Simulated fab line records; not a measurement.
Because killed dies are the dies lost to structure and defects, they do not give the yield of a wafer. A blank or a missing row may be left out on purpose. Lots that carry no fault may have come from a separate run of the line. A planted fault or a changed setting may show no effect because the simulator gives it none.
Matching of chambers || flow nand harc || NHARC_A_ZERO_WELL_ETCH_13 on rie si-06 has 4 sister chambers
The step etches the open film in HBr/Cl2, target depth 120 nm, time 40.1 s. 8 wafers are shown with their chamber, then 8 later ones without.

WAFERS PAIRED WITH THEIR CHAMBERS
{"wafer": "L084.2", "chamber": 3, "drypump motor current A (A)": 5.76, "throttle valve pct (%)": 26.421}
{"wafer": "L089.3", "chamber": 1, "drypump motor current A (A)": 5.55, "throttle valve pct (%)": 26.421}
{"wafer": "L089.4", "chamber": 2, "drypump motor current A (A)": 5.86, "throttle valve pct (%)": 26.398}
{"wafer": "L089.6", "chamber": 0, "drypump motor current A (A)": 5.63, "throttle valve pct (%)": 26.408}
{"wafer": "L091.1", "chamber": 0, "drypump motor current A (A)": 5.58, "throttle valve pct (%)": 26.386}
{"wafer": "L091.2", "chamber": 1, "drypump motor current A (A)": 5.55, "throttle valve pct (%)": 26.413}
{"wafer": "L091.3", "chamber": 2, "drypump motor current A (A)": 5.83, "throttle valve pct (%)": 26.406}
{"wafer": "L092.4", "chamber": 3, "drypump motor current A (A)": 5.80, "throttle valve pct (%)": 26.432}

WAFERS WHOSE CHAMBER IS MISSING
{"wafer": "L092.5", "drypump motor current A (A)": 5.57, "throttle valve pct (%)": 26.398}
{"wafer": "L092.6", "drypump motor current A (A)": 5.77, "throttle valve pct (%)": 26.409}
{"wafer": "L094.1", "drypump motor current A (A)": 5.83, "throttle valve pct (%)": 26.403}
{"wafer": "L094.2", "drypump motor current A (A)": 5.76, "throttle valve pct (%)": 26.413}
{"wafer": "L094.3", "drypump motor current A (A)": 5.62, "throttle valve pct (%)": 26.403}
{"wafer": "L097.2", "drypump motor current A (A)": 5.55, "throttle valve pct (%)": 26.404}
{"wafer": "L097.3", "drypump motor current A (A)": 5.60, "throttle valve pct (%)": 26.436}
{"wafer": "L097.5", "drypump motor current A (A)": 5.81, "throttle valve pct (%)": 26.410}

THE CHAMBER EACH PASSED THROUGH
{"wafer": "L092.5", "from the rows above": "can't be placed: 0 or 1", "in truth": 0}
{"wafer": "L092.6", "from the rows above": "can't be placed: 3 or 2", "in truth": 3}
{"wafer": "L094.1", "from the rows above": 2, "in truth": 2}
{"wafer": "L094.2", "from the rows above": "can't be placed: 3 or 2", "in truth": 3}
{"wafer": "L094.3", "from the rows above": 0, "in truth": 0}
{"wafer": "L097.2", "from the rows above": "can't be placed: 1 or 0", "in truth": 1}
{"wafer": "L097.3", "from the rows above": "can't be placed: 1 or 0", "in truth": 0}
{"wafer": "L097.5", "from the rows above": "can't be placed: 2 or 3", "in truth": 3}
2 of 8 placed correctly. Cannot be placed on the basis of these rows: 6; the candidates contain the true chamber in 6. Placed wrongly: 0.
How it was worked out, from the rows above alone: a wafer's distance from a chamber is the root of the sum, over the readings, of the square of ((its reading less the chamber's mean) divided by the reading's scatter). If the next closest chamber is less than 2 further off than the closest, the wafer can't be placed; otherwise it belongs to the closest. The mean given for a chamber averages the wafers shown for that chamber. The scatter is the square root of a quotient: the sum, over the shown wafers, of each reading's squared deviation from its chamber's mean, divided by wafers minus chambers.
